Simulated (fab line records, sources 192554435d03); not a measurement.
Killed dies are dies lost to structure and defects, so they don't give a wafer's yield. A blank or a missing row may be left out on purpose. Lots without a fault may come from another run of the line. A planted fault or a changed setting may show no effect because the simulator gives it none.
Which tool did it? | flow n5_finfet | 24 lots, 72 wafers sampled, at 6 steps of a route of 1938

WHAT THE GAUGES READ, wafer by wafer
The record holds no reading of a measuring or inspecting step that can be judged against a usual standard deviation.

WHICH TOOL RAN EACH LOT (tool, then ch and the chambers of the sampled wafers, then the start)
lot  | N5_BEOL_M2_PRE_CLEAN_45      | N5_BEOL_M2_SPUTTER_86        | N5_BEOL_M2_SPUTTER_88        | N5_BEOL_M2_ANNEAL_51             | N5_BEOL_M3_PECVD_72             | N5_BEOL_M3_HM_DEP_02
L074 | pvd_sputter-02, day 7 17:52  | pvd_sputter-02, day 7 19:07  | pvd_sputter-02, day 7 19:20  | rtp_anneal-01 ch 0, day 7 20:25  | pecvd-01 ch 1,2, day 7 21:26    | pvd_sputter-01, day 7 21:50
L075 | pvd_sputter-02, day 8 00:26  | pvd_sputter-03, day 8 02:29  | pvd_sputter-03, day 8 02:42  | rtp_anneal-02 ch 0, day 8 03:55  | pecvd-02 ch 0,2, day 8 05:05    | pvd_sputter-02, day 8 06:54
L076 | pvd_sputter-01, day 8 04:11  | pvd_sputter-02, day 8 05:30  | pvd_sputter-02, day 8 05:43  | rtp_anneal-01 ch 0, day 8 06:50  | pecvd-03 ch 0,1, day 8 07:50    | pvd_sputter-01, day 8 08:35
L077 | pvd_sputter-02, day 8 04:12  | pvd_sputter-03, day 8 05:37  | pvd_sputter-03, day 8 05:50  | rtp_anneal-02 ch 0, day 8 06:59  | pecvd-02 ch 0,2, day 8 07:58    | pvd_sputter-03, day 8 09:01
L078 | pvd_sputter-01, day 8 08:43  | pvd_sputter-03, day 8 10:14  | pvd_sputter-03, day 8 10:28  | rtp_anneal-01 ch 0, day 8 11:32  | pecvd-02 ch 0,1,2, day 8 12:35  | pvd_sputter-03, day 8 13:24
L080 | pvd_sputter-03, day 8 13:11  | pvd_sputter-03, day 8 14:32  | pvd_sputter-03, day 8 14:46  | rtp_anneal-02 ch 0, day 8 15:50  | pecvd-02 ch 0,1, day 8 16:52    | pvd_sputter-03, day 8 17:52
L079 | pvd_sputter-01, day 8 14:11  | pvd_sputter-01, day 8 15:49  | pvd_sputter-01, day 8 16:02  | rtp_anneal-01 ch 0, day 8 17:09  | pecvd-03 ch 1,2, day 8 18:10    | pvd_sputter-03, day 8 18:28
L081 | pvd_sputter-03, day 8 18:41  | pvd_sputter-01, day 8 20:11  | pvd_sputter-01, day 8 20:25  | rtp_anneal-01 ch 0, day 8 21:29  | pecvd-03 ch 0,1,2, day 8 22:33  | pvd_sputter-03, day 9 00:16
L082 | pvd_sputter-01, day 9 02:38  | pvd_sputter-01, day 9 04:01  | pvd_sputter-01, day 9 04:14  | rtp_anneal-02 ch 0, day 9 05:19  | pecvd-01 ch 0,1, day 9 06:20    | pvd_sputter-03, day 9 06:46
L083 | pvd_sputter-02, day 10 00:26 | pvd_sputter-02, day 10 01:50 | pvd_sputter-02, day 10 02:04 | rtp_anneal-01 ch 0, day 10 03:08 | pecvd-03 ch 0,1,2, day 10 04:21 | pvd_sputter-01, day 10 05:18
L084 | pvd_sputter-01, day 10 07:54 | pvd_sputter-01, day 10 09:08 | pvd_sputter-01, day 10 09:22 | rtp_anneal-02 ch 0, day 10 10:31 | pecvd-03 ch 1,2, day 10 11:30   | pvd_sputter-01, day 10 12:10
L087 | pvd_sputter-03, day 10 19:15 | pvd_sputter-03, day 10 20:39 | pvd_sputter-03, day 10 20:52 | rtp_anneal-01 ch 0, day 10 21:59 | pecvd-03 ch 0,1, day 10 23:00   | pvd_sputter-03, day 11 00:02
L085 | pvd_sputter-02, day 10 19:20 | pvd_sputter-02, day 10 20:47 | pvd_sputter-02, day 10 21:00 | rtp_anneal-01 ch 0, day 10 22:20 | pecvd-03 ch 0,1, day 10 23:17   | pvd_sputter-03, day 11 00:09
L086 | pvd_sputter-02, day 10 19:25 | pvd_sputter-01, day 10 20:55 | pvd_sputter-01, day 10 21:08 | rtp_anneal-02 ch 0, day 10 22:17 | pecvd-01 ch 1,2, day 10 23:26   | pvd_sputter-01, day 11 00:09
L089 | pvd_sputter-02, day 11 08:24 | pvd_sputter-02, day 11 09:37 | pvd_sputter-02, day 11 09:50 | rtp_anneal-01 ch 0, day 11 10:58 | pecvd-03 ch 0,1,2, day 11 11:56 | pvd_sputter-03, day 11 12:40
L088 | pvd_sputter-03, day 11 12:18 | pvd_sputter-02, day 11 13:43 | pvd_sputter-02, day 11 13:56 | rtp_anneal-02 ch 0, day 11 15:07 | pecvd-03 ch 0,1,2, day 11 16:02 | pvd_sputter-03, day 11 16:49
L090 | pvd_sputter-01, day 11 17:08 | pvd_sputter-03, day 11 18:34 | pvd_sputter-03, day 11 18:47 | rtp_anneal-01 ch 0, day 11 19:52 | pecvd-01 ch 0,1,2, day 11 20:53 | pvd_sputter-01, day 11 23:11
L091 | pvd_sputter-01, day 11 17:23 | pvd_sputter-03, day 11 20:24 | pvd_sputter-03, day 11 20:37 | rtp_anneal-01 ch 0, day 11 21:43 | pecvd-02 ch 0,1, day 11 22:44   | pvd_sputter-01, day 11 23:36
L092 | pvd_sputter-01, day 11 23:59 | pvd_sputter-01, day 12 01:27 | pvd_sputter-01, day 12 01:40 | rtp_anneal-01 ch 0, day 12 02:47 | pecvd-01 ch 0,1, day 12 03:49   | pvd_sputter-02, day 12 04:07
L093 | pvd_sputter-03, day 12 00:02 | pvd_sputter-03, day 12 03:01 | pvd_sputter-03, day 12 03:14 | rtp_anneal-02 ch 0, day 12 04:25 | pecvd-02 ch 1,2, day 12 05:40   | pvd_sputter-02, day 12 06:41
L094 | pvd_sputter-03, day 12 09:18 | pvd_sputter-03, day 12 10:44 | pvd_sputter-03, day 12 10:58 | rtp_anneal-01 ch 0, day 12 12:07 | pecvd-01 ch 0,1, day 12 13:03   | pvd_sputter-02, day 12 14:28
L095 | pvd_sputter-01, day 12 11:38 | pvd_sputter-02, day 12 12:52 | pvd_sputter-02, day 12 13:05 | rtp_anneal-01 ch 0, day 12 14:15 | pecvd-03 ch 0,1,2, day 12 15:28 | pvd_sputter-02, day 12 17:02
L096 | pvd_sputter-02, day 12 23:55 | pvd_sputter-01, day 13 02:58 | pvd_sputter-01, day 13 03:11 | rtp_anneal-01 ch 0, day 13 04:27 | pecvd-02 ch 1,2, day 13 05:34   | pvd_sputter-01, day 13 05:50
L097 | pvd_sputter-01, day 13 08:13 | pvd_sputter-03, day 13 09:26 | pvd_sputter-03, day 13 09:40 | rtp_anneal-02 ch 0, day 13 10:48 | pecvd-01 ch 0,1, day 13 11:49   | pvd_sputter-01, day 13 13:58
- N5_BEOL_M2_PRE_CLEAN_45: time 30 s.
- N5_BEOL_M2_SPUTTER_86: material Cu, target thk 4.5 nm, time 8.29 s.
- N5_BEOL_M2_SPUTTER_88: material Cu, target thk 4.5 nm, time 8.29 s.
- N5_BEOL_M2_ANNEAL_51: time 90 s.
- N5_BEOL_M3_PECVD_72: deposits SiO2 from TEOS/O2, target thk 16 nm, time 18 s.
- N5_BEOL_M3_HM_DEP_02: deposits TiN, target thk 20 nm.

WHAT THE TOOLS THEMSELVES READ (means of the sampled wafers that have a number; where no wafer has one, the mark that the record gives instead)
N5_BEOL_M2_PRE_CLEAN_45.
lot  | tool           | heater_power_w (W)
L074 | pvd_sputter-02 | 339
L075 | pvd_sputter-02 | 342
L076 | pvd_sputter-01 | 320
L077 | pvd_sputter-02 | 324
L078 | pvd_sputter-01 | 339
L080 | pvd_sputter-03 | 357
L079 | pvd_sputter-01 | 328
L081 | pvd_sputter-03 | 338
L082 | pvd_sputter-01 | 336
L083 | pvd_sputter-02 | 327
L084 | pvd_sputter-01 | 321
L087 | pvd_sputter-03 | 331
L085 | pvd_sputter-02 | 346
L086 | pvd_sputter-02 | 315
L089 | pvd_sputter-02 | 340
L088 | pvd_sputter-03 | 336
L090 | pvd_sputter-01 | 334
L091 | pvd_sputter-01 | 329
L092 | pvd_sputter-01 | 326
L093 | pvd_sputter-03 | 319
L094 | pvd_sputter-03 | 341
L095 | pvd_sputter-01 | 341
L096 | pvd_sputter-02 | 341
L097 | pvd_sputter-01 | 329

N5_BEOL_M2_SPUTTER_86.
lot  | tool           | throttle_valve_pct (%)
L074 | pvd_sputter-02 | 28.9
L075 | pvd_sputter-03 | 28.9
L076 | pvd_sputter-02 | 29.3
L077 | pvd_sputter-03 | 29.5
L078 | pvd_sputter-03 | 29.5
L080 | pvd_sputter-03 | 29.8
L079 | pvd_sputter-01 | 30.9
L081 | pvd_sputter-01 | 31.3
L082 | pvd_sputter-01 | 31.2
L083 | pvd_sputter-02 | 29.1
L084 | pvd_sputter-01 | 31.2
L087 | pvd_sputter-03 | 29.6
L085 | pvd_sputter-02 | 28.8
L086 | pvd_sputter-01 | 31.6
L089 | pvd_sputter-02 | 29.0
L088 | pvd_sputter-02 | 29.7
L090 | pvd_sputter-03 | 29.4
L091 | pvd_sputter-03 | 28.8
L092 | pvd_sputter-01 | 31.4
L093 | pvd_sputter-03 | 29.9
L094 | pvd_sputter-03 | 30.2
L095 | pvd_sputter-02 | 29.4
L096 | pvd_sputter-01 | 31.5
L097 | pvd_sputter-03 | 29.4

N5_BEOL_M2_SPUTTER_88.
lot  | tool           | throttle_valve_pct (%)
L074 | pvd_sputter-02 | 28.8
L075 | pvd_sputter-03 | 28.7
L076 | pvd_sputter-02 | 29.4
L077 | pvd_sputter-03 | 29.5
L078 | pvd_sputter-03 | 29.6
L080 | pvd_sputter-03 | 29.5
L079 | pvd_sputter-01 | 31.0
L081 | pvd_sputter-01 | 31.1
L082 | pvd_sputter-01 | 31.3
L083 | pvd_sputter-02 | 29.1
L084 | pvd_sputter-01 | 31.1
L087 | pvd_sputter-03 | 29.7
L085 | pvd_sputter-02 | 28.8
L086 | pvd_sputter-01 | 31.6
L089 | pvd_sputter-02 | 28.9
L088 | pvd_sputter-02 | 29.7
L090 | pvd_sputter-03 | 29.6
L091 | pvd_sputter-03 | 28.9
L092 | pvd_sputter-01 | 31.5
L093 | pvd_sputter-03 | 29.9
L094 | pvd_sputter-03 | 30.1
L095 | pvd_sputter-02 | 29.5
L096 | pvd_sputter-01 | 31.4
L097 | pvd_sputter-03 | 29.6

N5_BEOL_M2_ANNEAL_51.
lot  | tool          | wafer_temp_C_max
L074 | rtp_anneal-01 | 225.99
L075 | rtp_anneal-02 | 225.95
L076 | rtp_anneal-01 | 226.17
L077 | rtp_anneal-02 | 226.20
L078 | rtp_anneal-01 | 225.93
L080 | rtp_anneal-02 | 226.18
L079 | rtp_anneal-01 | 226.02
L081 | rtp_anneal-01 | 226.37
L082 | rtp_anneal-02 | 225.92
L083 | rtp_anneal-01 | 225.76
L084 | rtp_anneal-02 | 226.21
L087 | rtp_anneal-01 | 225.93
L085 | rtp_anneal-01 | 225.87
L086 | rtp_anneal-02 | 226.34
L089 | rtp_anneal-01 | 225.96
L088 | rtp_anneal-02 | 226.08
L090 | rtp_anneal-01 | 226.08
L091 | rtp_anneal-01 | 226.21
L092 | rtp_anneal-01 | 225.70
L093 | rtp_anneal-02 | 225.94
L094 | rtp_anneal-01 | 225.92
L095 | rtp_anneal-01 | 225.95
L096 | rtp_anneal-01 | 225.77
L097 | rtp_anneal-02 | 226.43

N5_BEOL_M3_PECVD_72.
lot  | tool     | heater_power_w (W) | showerhead_plenum_p_Torr (Torr) | throttle_valve_pct (%)
L074 | pecvd-01 | 762                | 8.83                            | 22.2
L075 | pecvd-02 | 907                | 8.69                            | 23.2
L076 | pecvd-03 | 715                | 8.85                            | 24.8
L077 | pecvd-02 | 872                | 8.67                            | 23.2
L078 | pecvd-02 | 780                | 8.72                            | 22.6
L080 | pecvd-02 | 776                | 8.77                            | 22.1
L079 | pecvd-03 | 831                | 8.90                            | 21.2
L081 | pecvd-03 | 838                | 8.85                            | 23.7
L082 | pecvd-01 | 707                | 8.89                            | 21.6
L083 | pecvd-03 | 811                | 8.85                            | 23.6
L084 | pecvd-03 | 868                | 8.90                            | 21.4
L087 | pecvd-03 | 804                | 8.85                            | 24.7
L085 | pecvd-03 | 803                | 8.80                            | 25.9
L086 | pecvd-01 | 777                | 8.81                            | 22.1
L089 | pecvd-03 | 872                | 8.86                            | 23.9
L088 | pecvd-03 | 828                | 8.84                            | 23.7
L090 | pecvd-01 | 838                | 8.83                            | 21.6
L091 | pecvd-02 | 762                | 8.72                            | 21.6
L092 | pecvd-01 | 711                | 8.88                            | 21.7
L093 | pecvd-02 | 888                | 8.72                            | 22.4
L094 | pecvd-01 | 689                | 8.90                            | 21.7
L095 | pecvd-03 | 831                | 8.85                            | 23.8
L096 | pecvd-02 | 880                | 8.71                            | 22.6
L097 | pecvd-01 | 642                | 8.87                            | 22.1

N5_BEOL_M3_HM_DEP_02.
lot  | tool           | throttle_valve_pct (%)
L074 | pvd_sputter-01 | 31.2
L075 | pvd_sputter-02 | 29.4
L076 | pvd_sputter-01 | 31.5
L077 | pvd_sputter-03 | 29.7
L078 | pvd_sputter-03 | 30.0
L080 | pvd_sputter-03 | 29.4
L079 | pvd_sputter-03 | 28.9
L081 | pvd_sputter-03 | 29.2
L082 | pvd_sputter-03 | 29.5
L083 | pvd_sputter-01 | 31.6
L084 | pvd_sputter-01 | 31.5
L087 | pvd_sputter-03 | 29.5
L085 | pvd_sputter-03 | 29.9
L086 | pvd_sputter-01 | 31.1
L089 | pvd_sputter-03 | 29.6
L088 | pvd_sputter-03 | 29.6
L090 | pvd_sputter-01 | 31.6
L091 | pvd_sputter-01 | 31.5
L092 | pvd_sputter-02 | 29.6
L093 | pvd_sputter-02 | 28.8
L094 | pvd_sputter-02 | 29.1
L095 | pvd_sputter-02 | 30.1
L096 | pvd_sputter-01 | 31.6
L097 | pvd_sputter-01 | 31.2

THE ANSWER, worked out from the rows above alone
Rule: what is usual is taken from the lots themselves. Put in order of their means at a reading, lots are off if they are a third of the lots or fewer, leave a main group of 4 or more, and stand apart from it by a gap of 3 or more times the standard deviation of the main group's means; of several such gaps the widest counts. A main group whose means are all the same, to the digits that the tables above print for the reading, isn't used. A lot without any number at a reading at which 4 lots or more have one is off too. The other lots that the step has rows for count as sound. The gauges are gone through in route order, then the tools' own readings, and for those a lot's mean is taken as printed above. The first step at which some lot is off is used, and at that step the reading that is off furthest; a lot without a number counts as furthest.
No lot is off at any reading shown: from this, nothing can be told.

WHAT THE SIMULATOR HAD PUT IN
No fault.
